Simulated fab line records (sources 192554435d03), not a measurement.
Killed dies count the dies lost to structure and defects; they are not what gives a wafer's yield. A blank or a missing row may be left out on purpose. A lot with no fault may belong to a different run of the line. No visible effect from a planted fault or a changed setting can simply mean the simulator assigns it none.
fab line records -- flow n5Finfet -- part 2 of 2: steps 21 to 34 of 34
[record] lots = 5, wafers = 15, lastDay = 17
route steps=1938 shown BEOL_M13@1693 BEOL_M14@1716
lots with no fault: from the same line, run without faults
startH: the number of hours between the record's first day and the start of the first shown wafer of the lot -- waitH: hours from the lot's prior step to this one -- " repeats the value in the row above -- L1.1+2: a single row standing in for several wafers -- - value missing, or start not given -- * or withheld: withheld -- < > ~ a bound
route shown NAME@n: a module of which the file shows steps, and the number in the route of the first -- usual: mean and standard deviation over wafers with no fault -- same: alike in all rows -- chamber/n: place in a boat -- sites: per-site readings -- _std_site: the standard deviation of these -- _edge_site: mean of outer sites minus mean of inner sites -- radiusMm: how far each site lies from the wafer's centre -- mask NAME#n: copy n -- behind: tool/chamber where the wafer was last shaped -- hold: cause of the lot's hold/its duration in hours/its outcome -- device: whichever transistor did not switch (one of n, p or np) -- end of line: tests of these same wafers at the route's end -- for a step that has no rows: nothing shown but its recipe -- killed: count of dies lost to structure and defects at first sort (not the wafer's yield) -- map: the dies of a wafer, with x for killed, . for not killed, _ for no die there
set.NAME: setting as actually run; set.NAME@STEP: the setting as run at that earlier step -- model.NAME: the simulator's own value behind a step, which no gauge read
certain route steps with their lots: each step a table, each wafer a row
services: from which hour (startH, from the record's first day; less than 0 if before it) a tool's chamber was out of use, for how many hours, and why
[[steps]]
[step N5_BEOL_M13_DEP_53]
[recipe] material = SiCN, targetThkA = 500, tempC = withheld, precursor = 3MS/NH3, pressureTorr = 3, rfW = 675, timeS = 17.8
[usual] showerheadPlenumPTorr = 4.153/0.021, showerheadVppV = 1591/63, throttleValvePct = 18.4/0.96
lot.wafer,tool,chamber,startH,waitH,showerheadPlenumPTorr,showerheadVppV,throttleValvePct
L081.2,pecvd-02,1,297.83,0.0,4.169,1526,18.0
L081.3,pecvd-02,2,297.83,0.0,4.148,1581,18.1
L081.6,pecvd-02,2,297.83,0.0,4.161,1590,17.7
L083.1,pecvd-01,2,298.13,0.0,4.159,1454,16.3
L083.2,pecvd-01,1,298.13,0.0,4.189,1596,19.2
L083.5,pecvd-01,2,298.13,0.0,4.159,1430,15.9
L087.1,pecvd-04,2,351.32,0.0,4.127,1657,17.3
L087.4,pecvd-04,0,351.32,0.0,4.125,1594,19.0
L087.6,pecvd-04,2,351.32,0.0,4.132,1625,17.2
L094.2,pecvd-01,2,374.08,0.0,4.177,1437,16.5
L094.5,pecvd-01,1,374.08,0.0,4.200,1626,19.4
L094.6,pecvd-01,2,374.08,0.0,4.182,1449,16.5
L096.1,pecvd-04,0,384.05,0.0,4.115,1590,19.0
L096.3,pecvd-04,1,384.05,0.0,4.175,1699,19.3
L096.5,pecvd-04,2,384.05,0.0,4.113,1642,17.5
[step N5_BEOL_M13_RS_MEAS_54]
[recipe] thkMeasGauge = four-point-probe, reads = Cu_of_BEOL_M13_ECD_47+Ta_of_BEOL_M13_SPUTTER_44+TaN_of_BEOL_M13_SPUTTER_43
[usual] M13_RS = 0.0450/0.00056
lot.wafer,tool,chamber,startH,waitH,M13_RS[ohm/sq]
L081.2,filmMetro-02,-,297.90,0.1,0.0449
L081.3,filmMetro-02,-,297.90,0.1,0.0442
L081.6,filmMetro-02,-,297.90,0.1,0.0454
L083.1,filmMetro-01,-,298.21,0.1,0.0454
L083.2,filmMetro-01,-,298.21,0.1,0.0448
L083.5,filmMetro-01,-,298.21,0.1,0.0453
L087.1,filmMetro-01,-,351.39,0.0,0.0454
L087.4,filmMetro-01,-,351.39,0.0,0.0457
L087.6,filmMetro-01,-,351.39,0.0,0.0451
L094.2,filmMetro-02,-,374.15,0.1,0.0459
L094.5,filmMetro-02,-,374.15,0.1,0.0455
L094.6,filmMetro-02,-,374.15,0.1,0.0454
L096.1,filmMetro-01,-,384.12,0.0,0.0456
L096.3,filmMetro-01,-,384.12,0.0,0.0451
L096.5,filmMetro-01,-,384.12,0.0,0.0446
[step N5_BEOL_M13_INSPECT_55]
[recipe] inspectInstrument = darkfield, mode = postDep
[usual] rawDefectCount = 71/24
lot.wafer,tool,chamber,startH,waitH,rawDefectCount
L081.2,defectInspect-01,-,297.92,0.0,56
L081.3,defectInspect-01,-,297.92,0.0,62
L081.6,defectInspect-01,-,297.92,0.0,81
L083.1,defectInspect-01,-,298.24,0.0,54
L083.2,defectInspect-01,-,298.24,0.0,81
L083.5,defectInspect-01,-,298.24,0.0,94
L087.1,defectInspect-02,-,351.41,0.0,78
L087.4,defectInspect-02,-,351.41,0.0,68
L087.6,defectInspect-02,-,351.41,0.0,120
L094.2,defectInspect-01,-,374.18,0.0,80
L094.5,defectInspect-01,-,374.18,0.0,69
L094.6,defectInspect-01,-,374.18,0.0,79
L096.1,defectInspect-01,-,384.14,0.0,61
L096.3,defectInspect-01,-,384.14,0.0,31
L096.5,defectInspect-01,-,384.14,0.0,96
[step N5_BEOL_M14_ILD_DEP_00]
[recipe] material = SiO2, targetThkA = 11193, tempC = 400, precursor = TEOS/O2, pressureTorr = 6.5, rfW = 900, teosFlowSccm = 161.4, gas = O2, flowSccm = 2650, timeS = 237.4
[usual] heaterPowerW = 522/88, showerheadPlenumPTorr = 8.32/0.039, showerheadVppV = 1830/98, throttleValvePct = 19.1/0.74
lot.wafer,tool,chamber,startH,waitH,heaterPowerW,showerheadPlenumPTorr,showerheadVppV,throttleValvePct
L081.2,pecvd-03,2,297.96,0.0,466,8.31,1632,18.5
L081.3,pecvd-03,0,297.96,0.0,592,8.30,1705,19.1
L081.6,pecvd-03,0,297.96,0.0,623,8.30,1687,19.1
L083.1,pecvd-04,1,298.27,0.0,476,8.35,1963,19.9
L083.2,pecvd-04,0,298.27,0.0,551,8.27,1831,19.3
L083.5,pecvd-04,1,298.27,0.0,541,8.37,1956,20.0
L087.1,pecvd-04,2,351.45,0.0,528,8.30,1907,18.1
L087.4,pecvd-04,1,351.45,0.0,528,8.40,1962,19.9
L087.6,pecvd-04,0,351.45,0.0,418,8.30,1835,19.4
L094.2,pecvd-02,0,374.22,0.0,499,8.34,1858,20.4
L094.5,pecvd-02,2,374.22,0.0,554,8.36,1806,18.7
L094.6,pecvd-02,1,374.22,0.0,285,8.34,1799,18.6
L096.1,pecvd-03,2,384.18,0.0,512,8.33,1625,18.8
L096.3,pecvd-03,2,384.18,0.0,578,8.30,1594,19.0
L096.5,pecvd-03,0,384.18,0.0,628,8.30,1691,18.8
[step N5_BEOL_M14_THK_MEAS_01]
[recipe] reads = SiO2_of_BEOL_M14_ILD_DEP_00
[usual] M14_ILD_THK = 1119/16
lot.wafer,tool,chamber,startH,waitH,M14_ILD_THK[nm]
L081.2,filmMetro-01,-,298.15,0.1,1104
L081.3,filmMetro-01,-,298.15,0.1,1123
L081.6,filmMetro-01,-,298.15,0.1,1127
L083.1,filmMetro-02,-,298.46,0.1,1113
L083.2,filmMetro-02,-,298.46,0.1,1128
L083.5,filmMetro-02,-,298.46,0.1,1129
L087.1,filmMetro-01,-,351.64,0.1,1106
L087.4,filmMetro-01,-,351.64,0.1,1154
L087.6,filmMetro-01,-,351.64,0.1,1145
L094.2,filmMetro-02,-,374.41,0.1,1112
L094.5,filmMetro-02,-,374.41,0.1,1140
L094.6,filmMetro-02,-,374.41,0.1,1122
L096.1,filmMetro-02,-,384.45,0.2,1114
L096.3,filmMetro-02,-,384.45,0.2,1126
L096.5,filmMetro-02,-,384.45,0.2,1153
[step N5_BEOL_M14_COAT_58]
[recipe] resist = BARC, tempC = 205, timeS = 60, spinRpm = 1500, resistThkNm = 89
lot.wafer,tool,chamber,startH,waitH
L081.2+3+6,lithoTrack-05,0,298.18,0.0
L083.1+2+5,lithoTrack-02,0,304.44,6.0
L087.1+4+6,lithoTrack-02,0,351.67,0.0
L094.2+5+6,lithoTrack-02,0,374.44,0.0
L096.1+3+5,lithoTrack-02,0,384.48,0.0
[step N5_BEOL_M14_COAT_04]
[recipe] spinRpm = 1704, resistThkNm = 800
lot.wafer,tool,chamber,startH,waitH
L081.2+3+6,lithoTrack-05,0,-,-
L083.1+2+5,lithoTrack-02,0,-,-
L087.1+4+6,lithoTrack-02,0,-,-
L094.2+5+6,lithoTrack-02,0,-,-
L096.1+3+5,lithoTrack-02,0,-,-
[step N5_BEOL_M14_EBR_06]
[recipe] solvent = PGMEA, ebrWidthMm = 1.5
lot.wafer,tool,chamber,startH,waitH
L081.2+3+6,lithoTrack-05,0,-,-
L083.1+2+5,lithoTrack-02,0,-,-
L087.1+4+6,lithoTrack-02,0,-,-
L094.2+5+6,lithoTrack-02,0,-,-
L096.1+3+5,lithoTrack-02,0,-,-
[step N5_BEOL_M14_SOFTBAKE_05]
[recipe] tempC = 130, timeS = 60
lot.wafer,tool,chamber,startH,waitH
L081.2+3+6,lithoTrack-05,0,-,-
L083.1+2+5,lithoTrack-02,0,-,-
L087.1+4+6,lithoTrack-02,0,-,-
L094.2+5+6,lithoTrack-02,0,-,-
L096.1+3+5,lithoTrack-02,0,-,-
[step N5_BEOL_M14_EXPOSE_07]
[recipe] maskId = V13, na = 0.8, sourceShape = annular, sigmaInner = 0.5, sigmaOuter = 0.8, polarization = unpolarized, attpsmPhaseDeg = 180, doseMj = 57
lot.wafer,tool,chamber,startH,waitH,mask
L081.2+3+6,krfScanner-02,0,298.29,-,V13#0
L083.1+2+5,krfScanner-02,0,304.54,-,V13#0
L087.1+4+6,krfScanner-02,0,351.77,-,V13#0
L094.2+5+6,krfScanner-02,0,374.67,-,V13#0
L096.1+3+5,krfScanner-02,0,384.58,-,V13#0
[step N5_BEOL_M14_PEB_08]
[recipe] pebTempC = 130, pebTimeS = 90
[same] pebTimeS = 90
lot.wafer,tool,chamber,startH,waitH
L081.2+3+6,lithoTrack-01,0,298.34,0.0
L083.1+2+5,lithoTrack-01,0,304.60,0.1
L087.1+4+6,lithoTrack-02,0,351.83,0.1
L094.2+5+6,lithoTrack-02,0,374.72,0.0
L096.1+3+5,lithoTrack-01,0,384.64,0.1
[step N5_BEOL_M14_DEVELOP_09]
[recipe] developTimeS = 45, rinseLiquid = diw, dry = airSpin, devTempC = 21
lot.wafer,tool,chamber,startH,waitH
L081.2+3+6,lithoTrack-01,0,-,-
L083.1+2+5,lithoTrack-01,0,-,-
L087.1+4+6,lithoTrack-02,0,-,-
L094.2+5+6,lithoTrack-02,0,-,-
L096.1+3+5,lithoTrack-01,0,-,-
[step N5_BEOL_M14_HARDBAKE_14]
[recipe] tempC = 130, timeS = 120
lot.wafer,tool,chamber,startH,waitH
L081.2+3+6,lithoTrack-01,0,-,-
L083.1+2+5,lithoTrack-01,0,-,-
L087.1+4+6,lithoTrack-02,0,-,-
L094.2+5+6,lithoTrack-02,0,-,-
L096.1+3+5,lithoTrack-01,0,-,-
[step N5_BEOL_M14_CD_MEAS_10]
[recipe] targetCdNm = 250, landingEnergyEv = 500, detector = seInlens, polarity = opening
[usual] cdNm = 250.2/1.9
lot.wafer,tool,chamber,startH,waitH,cdNm
L081.2,cdSem-03,0,298.46,-,249.6
L081.3,cdSem-03,0,298.46,-,251.0
L081.6,cdSem-03,0,298.46,-,249.4
L083.1,cdSem-03,0,304.72,-,250.3
L083.2,cdSem-03,0,304.72,-,253.7
L083.5,cdSem-03,0,304.72,-,249.3
L087.1,cdSem-01,0,351.94,-,252.9
L087.4,cdSem-01,0,351.94,-,254.0
L087.6,cdSem-01,0,351.94,-,253.4
L094.2,cdSem-03,0,374.84,-,251.8
L094.5,cdSem-03,0,374.84,-,251.9
L094.6,cdSem-03,0,374.84,-,250.4
L096.1,cdSem-03,0,384.75,-,252.3
L096.3,cdSem-03,0,384.75,-,248.5
L096.5,cdSem-03,0,384.75,-,249.0
[[services]]
tool,chamber,startH,hours,kind
cmp-03,-,273.12,2.0,repair
krfScanner-02,-,277.05,2.3,repair
krfScanner-02,-,280.93,1.3,pm
cmp-04,-,285.45,0.6,repair
rieDiel-05,3,289.73,3.8,repair
krfScanner-02,-,298.43,6.0,repair
cmp-03,-,301.54,3.1,repair
cmp-04,-,310.21,2.9,repair
cmp-03,-,311.26,4.0,pm
rieDiel-01,0,319.60,5.4,repair
cmp-02,-,322.57,4.0,pm
rieDiel-06,1,325.20,24.4,repair
rieDiel-05,0,330.30,1.4,repair
cmp-04,-,332.89,15.3,pm
krfScanner-02,-,334.18,0.8,repair
ecdCu-01,-,338.44,0.9,repair
rieDiel-06,-,339.26,2.8,pm
plasmaAsher-01,-,340.01,8.9,repair
wetBench-06,-,351.16,7.4,repair
pvdSputter-02,-,357.37,4.9,repair
krfScanner-02,-,359.50,1.0,pm
krfScanner-02,-,360.50,4.4,pm
rieDiel-01,1,361.78,7.6,repair
pecvd-03,-,381.89,0.8,repair
